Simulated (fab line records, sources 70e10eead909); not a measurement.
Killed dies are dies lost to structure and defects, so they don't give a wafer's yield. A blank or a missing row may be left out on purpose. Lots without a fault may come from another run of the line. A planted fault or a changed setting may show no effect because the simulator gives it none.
Which tool did it? | flow nand_harc | 6 lots, 18 wafers sampled, at 1 step of a route of 1302

WHAT THE GAUGES READ, wafer by wafer
NHARC_A_ONON_D2_THK_MEAS_34: measures by ellipsometry.
lot  | measured     | on            | thk_nm (nm)
L232 | day 15 09:04 | film_metro-01 | 198.9 194.6 195.1
L231 | day 15 14:38 | film_metro-01 | 200.5 194.8 201.9
L233 | day 16 02:29 | film_metro-01 | 197.0 199.3 199.5
L243 | day 19 15:44 | film_metro-02 | 197.9 200.2 201.0
L244 | day 20 06:45 | film_metro-01 | 198.1 204.0 203.8
L247 | day 22 08:45 | film_metro-01 | 198.5 201.8 204.2

WHICH TOOL RAN EACH LOT (tool, then ch and the chambers of the sampled wafers, then the start)
The record holds no process step before these readings.

THE ANSWER, worked out from the rows above alone
Rule: what is usual is taken from the lots themselves. Put in order of their means at a reading, lots are off if they are a third of the lots or fewer, leave a main group of 4 or more, and stand apart from it by a gap of 3 or more times the standard deviation of the main group's means; of several such gaps the widest counts. A main group whose means are all the same, to the digits that the tables above print for the reading, isn't used. A lot without any number at a reading at which 4 lots or more have one is off too. The other lots that the step has rows for count as sound.
No lot is off at any reading shown: from this, nothing can be told.

WHAT THE SIMULATOR HAD PUT IN
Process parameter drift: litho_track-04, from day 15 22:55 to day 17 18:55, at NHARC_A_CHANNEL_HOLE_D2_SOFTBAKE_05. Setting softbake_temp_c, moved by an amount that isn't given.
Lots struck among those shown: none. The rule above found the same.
